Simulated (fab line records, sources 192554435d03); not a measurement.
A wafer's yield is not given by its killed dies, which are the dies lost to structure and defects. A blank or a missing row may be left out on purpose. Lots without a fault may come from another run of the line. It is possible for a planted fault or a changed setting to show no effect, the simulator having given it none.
fab line records + flow n5_finfet
[record]
- lots = 4
- wafers = 12
- last_day = 17
route steps=1938 shown BEOL_M0@728 BEOL_M1@751 PASSIVATION@1936
lots that met no fault: taken from a fault-free run of the same line
start_h: the number of hours between the record's first day and the start of the first shown wafer of the lot + wait_h: time in hours since the lot's previous step + " identical to the entry in the row above + L1.1+2: a row that stands for several wafers + - no value, or no start was given + * or withheld: withheld + < > ~ a bound
route shown NAME@n: a module of which the file shows steps, and the number in the route of the first + usual: mean/standard deviation of fault-free wafers + same: alike in all rows + chamber/n: place in a boat + sites: readings site by site + _std_site: the standard deviation of these + _edge_site: outer sites' mean less inner sites' + radius_mm: how far each site lies from the wafer's centre + mask NAME#n: copy n + behind: the tool/chamber that last shaped the wafer + hold: what put the lot on hold/how long, in hours/how the hold closed + device: transistor that didn't switch, given as n, p or np + end of line: tests run on the same wafers once the route is complete + where a step has no rows: the recipe by itself + killed: dies that structure and defects cost at the first sort, which is not the same as the wafer's yield + map: dies across one wafer; x = killed, . = not, _ = none there
set.NAME: setting as actually run; set.NAME@STEP: the setting as run at that earlier step + model.NAME: the simulator's own value behind a step, which no gauge read
lots seen at some steps along the route; tables by step, rows by wafer
services: the hour from which a tool's chamber was out of use, counted from the record's first day as start_h (under 0 if before that day), plus the number of hours and why
[[steps]]
[step N5_BEOL_M0_SRD_111]
[recipe]
- time_s = 30
- temp_c = 23
- rinse_liquid = diw
- dry = ipa_marangoni
[step N5_BEOL_M0_DEGAS_112]
[recipe]
- ambient = vacuum
- temp_c = 250
- time_s = 60
[step N5_BEOL_M0_PRE_CLEAN_113]
[recipe]
- gas = H2/He
- time_s = 30
- temp_c = 250
[step N5_BEOL_M0_ALD_136]
[recipe]
- material = TaN
- target_thk_a = *
- temp_c = 275
- ald_precursor_family = PDMAT
- ald_co_reactant = NH3
- pressure_torr = 3
- carrier_flow_sccm = 1500
- pulse_time_s = 2
- purge_time_s = 3
- co_reactant_purge_time_s = 2
- co_reactant_pulse_time_s = 3
- ald_cycles = 30
- precursor_vessel_temp_c = 75
- precursor_vessel_pressure_torr = 26.25
- precursor_vessel_carrier_sccm = 1000
[step N5_BEOL_M0_SURFACE_TREAT_137]
[recipe]
- gas = Ar
- time_s = *
- ion_energy_ev = *
- ion_current_ma_cm2 = 0.5
- pressure_mtorr = *
- ar_flow_sccm = 30
[step N5_BEOL_M0_CVD_115]
[recipe]
- material = Co
- target_thk_a = *
- temp_c = withheld
- precursor = CCTBA/H2
- pressure_torr = 30
- time_s = 120
[step N5_BEOL_M0_SPUTTER_116]
[recipe]
- material = Cu
- target_thk_a = 40
- temp_c = -20
- chamber_pressure_pa = 0.07
- power_w = withheld
- time_s = 7.37
[step N5_BEOL_M0_ANNEAL_117]
[recipe]
- temp_c = 400
- time_s = 60
- ambient = vacuum
[step N5_BEOL_M0_SPUTTER_132]
[recipe]
- material = Cu
- target_thk_a = 40
- temp_c = -20
- chamber_pressure_pa = 0.07
- power_w = withheld
- time_s = 7.37
[step N5_BEOL_M0_ANNEAL_133]
[recipe]
- temp_c = 400
- time_s = 60
- ambient = vacuum
[step N5_BEOL_M0_SPUTTER_134]
[recipe]
- material = Cu
- target_thk_a = 40
- temp_c = -20
- chamber_pressure_pa = 0.07
- power_w = withheld
- time_s = 7.37
[step N5_BEOL_M0_ANNEAL_135]
[recipe]
- temp_c = 400
- time_s = 60
- ambient = vacuum
[step N5_BEOL_M0_SPUTTER_141]
[recipe]
- material = Cu
- target_thk_a = 40
- temp_c = -20
- chamber_pressure_pa = 0.07
- power_w = withheld
- time_s = 7.37
[usual]
- throttle_valve_pct = 30.6/1
| lot.wafer | tool           | chamber | start_h | wait_h | throttle_valve_pct |
|-----------|----------------|---------|---------|--------|--------------------|
| L416.1    | pvd_sputter-03 | -       | 129.09  | 0.0    | 31.3               |
| L416.4    | "              | -       | "       | "      | 30.9               |
| L416.5    | "              | -       | "       | "      | 28.6               |
| L423.1    | pvd_sputter-01 | -       | 161.07  | 0.0    | 31.9               |
| L423.4    | "              | -       | "       | "      | 30.6               |
| L423.6    | "              | -       | "       | "      | 30.6               |
| L427.1    | pvd_sputter-03 | -       | 187.88  | 0.0    | 30.5               |
| L427.4    | "              | -       | "       | "      | 30.8               |
| L427.5    | "              | -       | "       | "      | 28.8               |
| L431.1    | pvd_sputter-03 | -       | 212.01  | 0.0    | 28.7               |
| L431.3    | "              | -       | "       | "      | 30.3               |
| L431.6    | "              | -       | "       | "      | 30.8               |
[step N5_BEOL_M0_ECD_118]
[recipe]
- material = Cu
- target_thk_a = 3000
[step N5_BEOL_M0_ANNEAL_119]
[recipe]
- temp_c = 225
- time_s = 90
- ambient = N2
[step N5_BEOL_M0_CMP_120]
[recipe]
- stop_on = SiOC
- t_overpolish_s = 6.9
- down_force_psi = 1
- platen_rpm = 50
- clearing_platen_down_force_psi = 1.5
- clearing_platen_rpm = 50
- post_cmp_clean = cu_alkaline
- clearing_platen_pad_velocity_m_s = 0.99484
- pad_velocity_m_s = 0.99484
[step N5_BEOL_M0_PRE_CLEAN_131]
[recipe]
- gas = NH3/H2
- time_s = 15
- temp_c = *
- rf_power_w = 300
[step N5_BEOL_M0_CO_CAP_123]
[recipe]
- material = Co
- target_thk_a = 20
- temp_c = 200
- precursor = CCTBA/H2
- pressure_torr = 30
- time_s = 102.1
[step N5_BEOL_M0_PRE_CLEAN_124]
[recipe]
- gas = NH3
- time_s = 15
- temp_c = withheld
- rf_power_w = 300
[step N5_BEOL_M0_DEP_125]
[recipe]
- material = SiCN
- target_thk_a = 80
- temp_c = withheld
- precursor = 3MS/NH3
- pressure_torr = 3
- rf_w = 202
- time_s = 14
[step N5_BEOL_M1_ILD_DEP_00]
[recipe]
- material = SiOC
- target_thk_a = 790
- temp_c = 350
- precursor = DEMS/O2
- pressure_torr = 5
- rf_w = 500
- time_s = 15.3
[step N5_BEOL_M1_PECVD_72]
[recipe]
- material = SiO2
- target_thk_a = 160
- temp_c = 400
- precursor = TEOS/O2
- pressure_torr = 5.5
- rf_w = 450
- teos_flow_sccm = 53.8
- gas = O2
- flow_sccm = 3000
- time_s = 18
[step N5_BEOL_M1_HM_DEP_02]
[recipe]
- material = TiN
- target_thk_a = 200
- temp_c = 25
- chamber_pressure_pa = 0.49996
[step N5_BEOL_M1_COAT_61]
[recipe]
- resist = SOC
- temp_c = 250
- time_s = 60
- spin_rpm = 1500
- resist_thk_nm = 60
[step N5_BEOL_M1_COAT_62]
[recipe]
- resist = SiARC
- temp_c = 220
- time_s = 60
- spin_rpm = 1500
- resist_thk_nm = 12
[step N5_BEOL_M1_COAT_73]
[recipe]
- resist = underlayer
- temp_c = 205
- time_s = 60
- spin_rpm = 1500
- resist_thk_nm = 5
[step N5_BEOL_M1_COAT_05]
[recipe]
- resist = CAR-EUV
- spin_rpm = 1500
- resist_thk_nm = 30
[step N5_BEOL_M1_EBR_07]
[recipe]
- solvent = PGMEA
- ebr_width_mm = 1.5
[step N5_BEOL_M1_SOFTBAKE_06]
[recipe]
- temp_c = 110
- time_s = 60
- resist = CAR-EUV
[step N5_BEOL_M1_EXPOSE_08]
[recipe]
- mask_id = M1
- na = 0.33
- source_shape = dipole
- sigma_inner = 0.369
- sigma_outer = 0.767
- polarization = unpolarized
- dose_mj = 33
[step N5_BEOL_M1_PEB_09]
[recipe]
- peb_temp_c = 100
- peb_time_s = 60
- resist = CAR-EUV
[step N5_BEOL_M1_DEVELOP_10]
[recipe]
- develop_time_s = 30
- developer = TMAH
- resist = CAR-EUV
- rinse_liquid = surfactant_rinse
- dry = air_spin
- dev_temp_c = 23
[step N5_BEOL_M1_DESCUM_16]
[recipe]
- chemistry = O2
- time_s = 7
- source_power_w = 50
- bias_power_w = 20
- pressure_mtorr = 20
- rf_frequency_hz = 2.712e+07
- temp_c = 40
- resist = CAR-EUV
- o2_flow_sccm = 225
[step N5_BEOL_M1_ETCH_74]
[recipe]
- chemistry = N2/H2
- target = underlayer
- target_depth_a = 65
- mask_material = CAR-EUV
- time_s = 5.2
- ion_energy_ev = 200
- pressure_mtorr = 30
- source_w = 840
- bias_w = 150
- n2_flow_sccm = 200
- h2_flow_sccm = 200
- ends = cleared
[step N5_BEOL_M1_ETCH_63]
[recipe]
- chemistry = CF4
- target = SiARC
- target_depth_a = 156
- mask_material = CAR-EUV
- time_s = 26
- ion_energy_ev = 80
- pressure_mtorr = 40
- source_w = 545
- bias_w = 36
- Ar_flow_sccm = 100
- cf4_flow_sccm = 100
- ends = cleared
[step N5_PASSIVATION_PROBE_49]
[usual]
- defect_limited_yield = 91.1/1.4
- killed_at_M0_to_M3 = 36/11
- killed_at_M4_up = 14/5.2
- killed_at_contacts = 12/6.1
- killed_at_front_end = 40/12
- killed_at_other = 3.2/2.5
- killed_dies = 105/16
- killed_open = 68/12
- killed_short = 35/8.7
- sort_bin_5_function = 5.2/0.89
- sort_bin_6_memory = 3.3/0.66
- sort_n_pass = 1074/16
- sort_yield_pct = 91.1/1.4
[same]
- gross_dies = 1180
- killed_at_back_side = 0
- sort_bin_4_leakage[%] = 0
- sort_bin_8_speed[%] = 0
| lot.wafer | tool      | chamber | start_h | wait_h | defect_limited_yield[%] | killed_at_M0_to_M3 | killed_at_M4_up | killed_at_contacts | killed_at_front_end | killed_at_other | killed_dies | killed_open | killed_short | sort_bin_5_function[%] | sort_bin_6_memory[%] | sort_n_pass | sort_yield_pct[%] |
|-----------|-----------|---------|---------|--------|-------------------------|--------------------|-----------------|--------------------|---------------------|-----------------|-------------|-------------|--------------|------------------------|----------------------|-------------|-------------------|
| L423.1    | prober-02 | -       | 349.16  | 0.0    | 91.7                    | 36                 | 18              | 4                  | 40                  | 0               | 98          | 63          | 31           | 4.4                    | 3.5                  | 1082        | 91.7              |
| L423.4    | prober-02 | -       | 349.31  | 0.2    | 91.3                    | 40                 | 13              | 6                  | 44                  | 0               | 103         | 68          | 25           | 4.9                    | 2.8                  | 1077        | 91.3              |
| L423.6    | prober-02 | -       | 349.41  | 0.3    | 91.3                    | 45                 | 17              | 9                  | 25                  | 7               | 103         | 69          | 31           | 5.2                    | 3.2                  | 1077        | 91.3              |
| L427.5    | prober-01 | -       | 363.12  | 0.2    | 81.9                    | 145                | 15              | 11                 | 40                  | 3               | 214         | 65          | 38           | 12.3                   | 4.2                  | 966         | 81.9              |
| L431.1    | prober-01 | -       | 409.35  | 0.0    | 81.0                    | 142                | 19              | 12                 | 47                  | 4               | 224         | 73          | 35           | 11.2                   | 5.8                  | 956         | 81.0              |
| L431.3    | prober-01 | -       | 409.45  | 0.1    | 89.5                    | 36                 | 17              | 3                  | 59                  | 9               | 124         | 77          | 46           | 6.3                    | 3.6                  | 1056        | 89.5              |
| L431.6    | prober-01 | -       | 409.60  | 0.3    | 90.3                    | 41                 | 9               | 10                 | 41                  | 13              | 114         | 72          | 40           | 5.4                    | 3.9                  | 1066        | 90.3              |
// killed by level:class
L423.1 FIN_SAQP:geometric_particle:open=12 BEOL_M0_SAQP:geometric_particle:short=9 BEOL_M0_SAQP:geometric_particle:open=7 STI_FIN_REVEAL:geometric_particle:open=6 BEOL_M2:geometric_particle:open=6 BEOL_M4:geometric_particle:open=6 STARTING-WAFER:geometric_particle:short=5 FIN_SAQP:geometric_particle:short=4
L423.4 BEOL_M2:geometric_particle:open=13 FIN_SAQP:geometric_particle:short=9 STI_FIN_REVEAL:geometric_particle:open=9 BEOL_M0_SAQP:geometric_particle:open=8 BEOL_M4:geometric_particle:open=7 HKMG_FIN:area_etch=7 FIN_SAQP:geometric_particle:open=6 DUMMY_GATE:geometric_particle:open=6
L423.6 BEOL_M4:geometric_particle:open=15 BEOL_M0_SAQP:geometric_particle:short=14 BEOL_M0_SAQP:geometric_particle:open=11 BEOL_M2:geometric_particle:open=6 FIN_SAQP:geometric_particle:open=5 DUMMY_GATE:geometric_particle:open=5 BEOL_M1:geometric_particle:open=5 MOL_CONTACT_COAG:geometric_particle:open=4
L427.5 BEOL_M0:unspecified=108 BEOL_M0_SAQP:geometric_particle:short=10 MOL_CONTACT_COAG:geometric_particle:open=8 BEOL_M3:geometric_particle:open=8 FIN_SAQP:geometric_particle:short=7 BEOL_M5:geometric_particle:open=7 STI_FIN_REVEAL:geometric_particle:open=6 ILD0:geometric_particle:short=6
L431.1 BEOL_M0:unspecified=113 FIN_SAQP:geometric_particle:open=14 BEOL_M4:geometric_particle:open=9 MOL_CONTACT_COAG:geometric_particle:open=8 STI_FIN_REVEAL:geometric_particle:open=7 BEOL_M0_SAQP:geometric_particle:short=7 FIN_SAQP:geometric_particle:short=6 BEOL_M0_SAQP:geometric_particle:open=5
L431.3 BEOL_M2:geometric_particle:open=12 SPACER0:geometric_particle:open=10 BEOL_M0_SAQP:geometric_particle:short=10 SPACER0:geometric_particle:short=8 GATE_CUT:geometric_particle:short=8 STI_FIN_REVEAL:geometric_particle:open=7 GATE_CUT:geometric_particle:open=6 FIN_SAQP:geometric_particle:open=5
L431.6 STI_FIN_REVEAL:geometric_particle:open=13 BEOL_M3:geometric_particle:open=12 BEOL_M0_SAQP:geometric_particle:open=11 FIN_SAQP:geometric_particle:short=7 FIN_SAQP:geometric_particle:open=5 MOL_CONTACT_COAG:geometric_particle:short=5 MOL_CONTACT_COAG:geometric_particle:open=5 BEOL_M2:geometric_particle:open=5
// map L427.5 (x killed, . not)
_________________............________________
______________............x...x._____________
___________........x.x.............__________
__________......x..............x.x.._________
________.....x...............xx......._______
_______..............x.................______
______.....x.............x.x...........x_____
_____.x...x...x..........................____
____..x....x.........x....x...x.xx........___
___x...x......................x......xx....__
___......xx....xxxx.x.x.xx..xxxxx.......xx.__
__...........x...........x.x..xxxxxx........_
__....x..xx..x...x.x....xxxxxxxxxx.xx......._
_.x................x...x.xxxxxxxxxxx.....x..x
_................x...x..xxxxxxxxxxxx.......x.
_...................x...xxxxxxxxxxxx.x.....x.
_....x...........x.x....xxxxxxxxxxx......x...
_x...................x...xxxxxxxxxxx........x
_................x......x.xxx.xxx.x.x.xx.....
_.x.....................xxxxxxxxx.....x......
_..............x...........x.x.x.............
__...x......................x.....x........._
__..............x.x............xx....x.xx..._
___.x....x..x.....................x........__
___..............x..............x.........x__
____.......................x........x.x...___
_____............xx......................____
______x......x......................x..._____
_______............x....xx.x........x..______
________.............x....x..........._______
__________..x.................x....._________
___________........x.x.............__________
______________.................._____________
_________________.......xx...________________
// map L431.1 (x killed, . not)
_________________x...........________________
______________..xx.............._____________
___________x.................x....x__________
__________..x.....xx.....x.........._________
________..x..........x...........xx..._______
_______.........x.............x.......x______
______....x..............x......x......._____
_____..........x.........x.......x.......____
____......x.......x....xx...x....x....x.x.___
___x.....................x..x.x.....x......__
___.x......x.......x..x..x.xxxxx.xx........__
__x.xxx.......x.........xxxxxxxxxx.xx.....x._
__xx....................x.xxxxxxxxx..x......_
_..x....x.....x.......x..xxxxxxxxxxx.x.......
_..x..................xx.xxxxxxxxxxx.x......x
_............xx...x....xxxxxxxxxxxxx.........
_..................x..xxx.xxxxxxxxxx.x.......
_.x................x..xxx.xxxxxxxxxx.........
_..x.......x...........x.xxxxxxxxx.x....x....
_.x.........x.......x....x..xxxx.x..........x
_............................x..x.xx.......x.
__..x......................x.xxx.xx........._
__...x.x....x......x....x..................._
___........................................__
___.........................x.........x....__
____........x.xx........x.................___
_____............x...............x.......____
______................x.........x......._____
_______.x...x..x...............x..x...x______
________............x..x.............._______
__________.......x.....x......x....._________
___________.......................x__________
______________...............x.._____________
_________________..x...xx....________________
[[services]]
| tool           | chamber | start_h | hours | kind   |
|----------------|---------|---------|-------|--------|
| pvd_sputter-03 | -       | 168.35  | 2.5   | repair |
[[key]]
[first_sign]
- step = N5_PASSIVATION_PROBE_49
- reading = killed_at_M0_to_M3
- direction = up
- sigmas = 10
- usual = 36
- struck = 144
[effect]
- step = N5_PASSIVATION_PROBE_49
- reading = defect_limited_yield
- direction = down
- sigmas = 6.9
- usual = 91.1
- struck = 81.4
[more_kills_born_at]
- N5_BEOL_M0_SPUTTER_141@pvd_sputter-03 = 221
met_at N5_BEOL_M0_SPUTTER_141
struck_wafers L427.5,L431.1
onset_between 129.09 187.88
[fault]
- kind = chamber_particle_source
- tool = pvd_sputter-03
- chamber = -
- onset_h = 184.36
- steps = N5_BEOL_M0_SPUTTER_141
- rate_per_visit_cm2 = 0.50816
- end_h = 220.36
- scope = struck_wafers_only
